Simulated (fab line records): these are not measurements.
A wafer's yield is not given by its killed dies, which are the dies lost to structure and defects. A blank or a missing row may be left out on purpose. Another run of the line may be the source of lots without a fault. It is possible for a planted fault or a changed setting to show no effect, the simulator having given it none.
fab line records	flow nandHarc
record: lots: 5	wafers: 15	lastDay: 34
route steps=1302 shown A_CHANNEL_FILL_D1@507 A_DECK1_JOINT@518
lots untouched by any fault: they come from a run of this same line in which no faults occurred
startH: start of the lot's first displayed wafer, in hours after the record's first day	waitH: hours elapsed since this lot's preceding step	" identical to the entry in the row above	L1.1+2: one row covering several wafers at once	- no value, or no start given	* or withheld: withheld	< > ~ a bound
route shown NAME@n: names a module that has steps shown in the file, with the first one's number in the route	usual: mean/standard deviation taken from wafers without a fault	same: alike in all rows	chamber/n: place in a boat	sites: per-site readings	_std_site: standard deviation of those values	_edge_site: outer sites' mean less inner sites'	radiusMm: how far each site lies from the wafer's centre	mask NAME#n: copy n	behind: tool/chamber where the wafer was last shaped	hold: what put the lot on hold/how long, in hours/how the hold closed	device: transistor that didn't switch, given as n, p or np	end of line: tests run on the same wafers once the route is complete	for a step that has no rows: nothing shown but its recipe	killed: dies lost to structure and defects at the first sort, not the wafer's yield	map: the dies of a wafer, with x for killed, . for not killed, _ for no die there
set.NAME: the run value of the setting; set.NAME@STEP: its run value at that earlier step	model.NAME: the simulator's own value behind a step, which no gauge read
a table for each step, a row for each wafer; lots at some steps of the route
services: the hour from which a tool's chamber was out of use, counted from the record's first day as startH (under 0 if before that day), plus the number of hours and why
== steps ==
step: NHARC_A_CHANNEL_FILL_D1_ALD_25
recipe: targetThkA: 600	pulseTimeS: 10	aldCycles: 600	tempC: 300	material: SiOx
usual: heaterPowerW: 482/33	precursorPulseHeightRel: 1.001/0.018
lot.wafer	tool	chamber	startH	waitH	heaterPowerW	precursorPulseHeightRel	sinceWetCleanH
L376.1	aldHk-03	0	285.53	0.7	493	1.007	63
L376.6	"	3	287.38	2.5	433	1.020	-
L376.5	"	0	"	"	488	0.980	-
L380.4	aldHk-04	0	333.88	1.3	488	0.985	70
L380.6	"	2	335.11	2.5	469	1.036	-
L380.5	"	3	"	"	487	1.009	-
L385.4	aldHk-01	1	379.77	1.3	548	0.992	73
L385.5	"	3	381.01	2.5	438	0.991	-
L385.6	"	0	"	"	520	1.013	-
L392.2	aldHk-03	3	446.00	0.7	440	1.034	43
L392.5	"	2	447.85	2.5	427	0.986	-
L392.6	"	3	"	"	432	1.010	-
L393.1	aldHk-04	1	458.98	0.1	471	1.020	15
L393.2	"	3	461.40	2.5	487	0.977	18
L393.5	"	1	463.83	4.9	461	1.007	-
step: NHARC_A_CHANNEL_FILL_D1_ETCHBACK_08
recipe: targetDepthA: 2200	timeS: 110	c4f8FlowSccm: 20	arFlowSccm: withheld	rfW: 600	biasW: 300	chemistry: C4F8
usual: chamberPressureMTorr: 25.001/0.023	oesProductAu: 0.94/0.032	rfVppV: 441.9/2.7	runLengthS: 131.5/0.5
same: timeS: 110
lot.wafer	tool	chamber	startH	waitH	chamberPressureMTorr	oesProductAu	rfHoursCounterH	rfVppV	runLengthS
L376.1	rieDiel-06	0	-	-	24.990	0.94	7.6	443.1	130.6
L376.5	"	1	"	"	25.005	0.93	-	445.6	132.3
L376.6	"	2	"	"	25.015	0.92	-	442.7	132.1
L380.4	rieDiel-06	1	-	-	25.004	0.92	1.1	446.0	132.3
L380.5	"	3	"	"	24.999	0.93	-	445.6	131.2
L380.6	"	0	"	"	25.026	0.92	-	441.5	130.9
L385.4	rieDiel-09	3	-	-	24.989	0.92	3.4	439.0	130.6
L385.5	"	2	"	"	25.002	0.94	-	437.8	131.2
L385.6	"	3	"	"	25.022	0.93	-	439.9	130.8
L392.2	rieDiel-10	0	-	-	25.005	0.92	1.1	444.9	132.2
L392.5	"	3	"	"	24.993	0.93	-	444.2	131.2
L392.6	"	0	"	"	24.976	0.92	-	441.7	131.8
L393.1	rieDiel-10	1	-	-	25.014	0.93	2.5	440.8	131.9
L393.2	"	3	"	"	25.021	0.93	2.0	446.2	131.2
L393.5	"	1	"	"	24.993	0.93	-	438.6	131.9
step: NHARC_A_CHANNEL_FILL_D1_STRIP_29
recipe: timeS: 20	o2FlowSccm: 500	arFlowSccm: 0	biasW: 0	chemistry: O2
usual: chamberPressureMTorr: 60.01/0.051	drypumpMotorCurrentA: 5.9/0.5	oesProductAu: 0.999/0.0099	rfVppV: 58.0/0.94	showerheadPlenumPTorr: 3.60/0.14	throttleValvePct: 17.036/0.009
same: timeS: 20
lot.wafer	tool	chamber	startH	waitH	chamberPressureMTorr	drypumpMotorCurrentA	oesProductAu	rfHoursCounterH	rfVppV	showerheadPlenumPTorr	throttleValvePct
L376.1	rieDiel-06	2	-	-	60.03	5.5	0.988	8.5	57.1	3.70	17.024
L376.6	"	2	"	"	59.96	5.4	0.990	-	57.8	3.70	17.049
L376.5	"	3	"	"	59.94	5.6	1.000	-	57.4	3.75	17.026
L380.4	rieDiel-06	1	-	-	60.00	6.1	0.999	1.1	57.6	3.74	17.023
L380.6	"	2	"	"	60.00	5.4	1.003	-	58.4	3.69	17.026
L380.5	"	3	"	"	60.03	5.6	1.016	-	57.9	3.75	17.031
L385.4	rieDiel-09	3	-	-	59.98	6.4	0.989	3.4	57.9	3.47	17.033
L385.5	"	3	"	"	60.02	6.4	0.989	-	56.8	3.47	17.062
L385.6	"	0	"	"	60.09	6.5	1.006	-	57.3	3.74	17.024
L392.2	rieDiel-10	3	-	-	60.08	5.6	1.004	1.2	56.9	3.73	17.045
L392.6	"	2	"	"	60.04	5.9	0.984	-	58.3	3.60	17.017
L392.5	"	3	"	"	59.99	5.6	1.012	-	58.4	3.73	17.047
L393.1	rieDiel-10	1	-	-	59.97	6.5	0.996	2.6	59.6	3.42	17.039
L393.2	"	3	"	"	60.05	5.6	0.998	2.1	57.0	3.73	17.045
L393.5	"	1	"	"	60.03	6.5	0.998	-	58.3	3.42	17.035
step: NHARC_A_CHANNEL_FILL_D1_PRECLEAN_30
recipe: timeS: 30	chemistry: dHF
step: NHARC_A_CHANNEL_FILL_D1_SRD_31
step: NHARC_A_CHANNEL_FILL_D1_CVD_09
recipe: targetThkA: 1500	tempC: 620	pressureMtorr: 200	timeS: 3000	material: poly-Si
step: NHARC_A_CHANNEL_FILL_D1_CMP_10
recipe: targetThkNm: 150
usual: motorCurrentA: 12.0/1.6	timeToEndpointS: 14.7/2.5
lot.wafer	tool	chamber	startH	waitH	motorCurrentA	timeToEndpointS
L376.1	cmp-01	0	296.35	0.5	11.7	15.3
L376.5	"	3	"	"	12.9	11.2
L376.6	"	0	"	"	12.4	19.8
L380.4	cmp-04	0	343.95	0.4	12.2	14.4
L380.6	"	3	"	"	10.6	13.9
L380.5	"	0	"	"	12.6	13.0
L385.4	cmp-04	0	389.95	0.4	12.8	14.1
L385.5	"	1	"	"	12.1	16.3
L385.6	"	2	"	"	13.8	16.6
L392.2	cmp-04	1	457.11	0.4	12.5	14.5
L392.6	"	0	"	"	12.6	9.6
L392.5	"	1	"	"	11.6	13.9
L393.1	cmp-02	1	473.84	0.4	11.4	16.7
L393.2	"	2	"	"	15.8	15.0
L393.5	"	2	"	"	16.3	14.5
step: NHARC_A_CHANNEL_FILL_D1_SRD_12
step: NHARC_A_CHANNEL_FILL_D1_INSPECT_13
usual: rawDefectCount: 296/110
lot.wafer	tool	chamber	startH	waitH	rawDefectCount
L376.1	defectInspect-02	-	296.73	0.0	168
L376.5	"	-	"	"	230
L376.6	"	-	"	"	81
L380.4	defectInspect-02	-	344.34	0.0	255
L380.5	"	-	"	"	455
L380.6	"	-	"	"	377
L385.4	defectInspect-01	-	390.29	0.0	380
L385.5	"	-	"	"	484
L385.6	"	-	"	"	184
L392.2	defectInspect-02	-	457.49	0.0	188
L392.5	"	-	"	"	289
L392.6	"	-	"	"	224
L393.1	defectInspect-01	-	474.25	0.0	405
L393.2	"	-	"	"	302
L393.5	"	-	"	"	243
step: NHARC_A_DECK1_JOINT_ETCHBACK_07
recipe: targetDepthA: 1050	timeS: 26.9	hbrFlowSccm: 150	rfW: 350	icpW: 350	biasW: 60	chemistry: HBr
usual: chamberPressureMTorr: 15.000/0.015	drypumpMotorCurrentA: 5.9/0.51	oesProductAu: 1.000/0.0096	runLengthS: 48.2/0.38	throttleValvePct: 23.266/0.0088
lot.wafer	tool	chamber	startH	waitH	chamberPressureMTorr	drypumpMotorCurrentA	oesProductAu	rfHoursCounterH	runLengthS	throttleValvePct
L376.1	rieSi-05	0	296.83	0.1	15.010	5.5	0.991	1.02	48.4	23.271
L376.6	"	1	"	"	15.009	6.6	0.980	-	48.1	23.267
L376.5	"	2	"	"	14.993	6.2	1.004	-	48.5	23.259
L380.4	rieSi-05	2	344.41	0.1	15.008	6.2	1.009	0.27	47.9	23.273
L380.6	"	1	"	"	14.982	6.4	1.011	-	47.5	23.274
L380.5	"	2	"	"	14.992	6.2	1.001	-	48.1	23.263
L385.4	rieSi-05	3	390.39	0.1	15.000	5.9	0.999	0.42	48.0	23.257
L385.5	"	0	"	"	15.012	5.5	1.008	-	47.1	23.270
L385.6	"	1	"	"	14.976	6.5	1.000	-	46.8	23.281
L392.2	rieSi-01	2	457.59	0.1	15.025	5.9	0.984	0.56	48.7	23.268
L392.5	"	3	"	"	14.960	6.6	0.985	-	47.8	23.281
L392.6	"	0	"	"	14.986	5.8	1.006	-	48.2	23.275
L393.1	rieSi-01	3	474.31	0.1	14.990	6.6	0.991	0.73	47.9	23.263
L393.2	"	2	"	"	15.008	6.0	0.989	0.62	49.1	23.272
L393.5	"	3	"	"	14.998	6.6	0.994	-	47.8	23.277
step: NHARC_A_DECK1_JOINT_ETCH_25
recipe: targetDepthA: 5	chemistry: dHF	material: SiO2
== services ==
tool	chamber	startH	hours	kind
rieDiel-06	0	268.43	4.0	repair
rieDiel-09	3	273.10	7.5	repair
rieSi-01	-	279.73	0.2	repair
cmp-04	-	281.22	16.5	repair
rieDiel-10	0	302.42	4.0	repair
rieSi-05	-	305.00	9.0	pm
rieDiel-06	-	307.20	9.0	pm
cmp-04	-	308.84	4.0	pm
rieDiel-10	2	310.43	17.7	repair
rieDiel-09	-	320.10	9.0	pm
rieDiel-10	1	327.91	11.5	repair
cmp-04	-	330.57	2.4	repair
rieDiel-10	3	340.41	13.5	repair
rieSi-01	-	355.28	1.2	repair
rieSi-05	1	364.20	11.5	repair
rieSi-01	-	370.00	9.0	pm
cmp-04	-	376.12	0.9	repair
rieSi-05	3	378.88	7.1	repair
cmp-04	-	382.75	0.3	repair
rieDiel-06	2	382.96	3.9	repair
rieDiel-10	2	385.83	3.7	repair
cmp-04	-	406.84	4.0	pm
rieDiel-06	2	411.38	8.7	repair
rieDiel-10	-	419.52	9.0	pm
== key ==
firstSign: step: NHARC_A_DECK1_JOINT_ETCHBACK_07	reading: runLengthS	direction: down	sigmas: 3.1	usual: *	struck: *
effect none on later readings
metAt NHARC_A_DECK1_JOINT_ETCHBACK_07
struckWafers L385.5,L385.6
testerLeftOut L385
onsetBetween 344.41 390.39
fault: kind: processParameterDrift	tool: rieSi-05	chamber: -	onsetH: 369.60	steps: NHARC_A_DECK1_JOINT_ETCHBACK_07	channel: timeS	offset: *	shape: step	endH: 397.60	scope: struckWafersOnly	actsIn: *	stated: *
testerLeftOut: of these lots the tester's yield and bins aren't shown, on N5 and GAA mostly nor the transistor test; their killed dies are dies lost to structure and defects alone, not to doping, threshold or leakage, so they don't give the yield
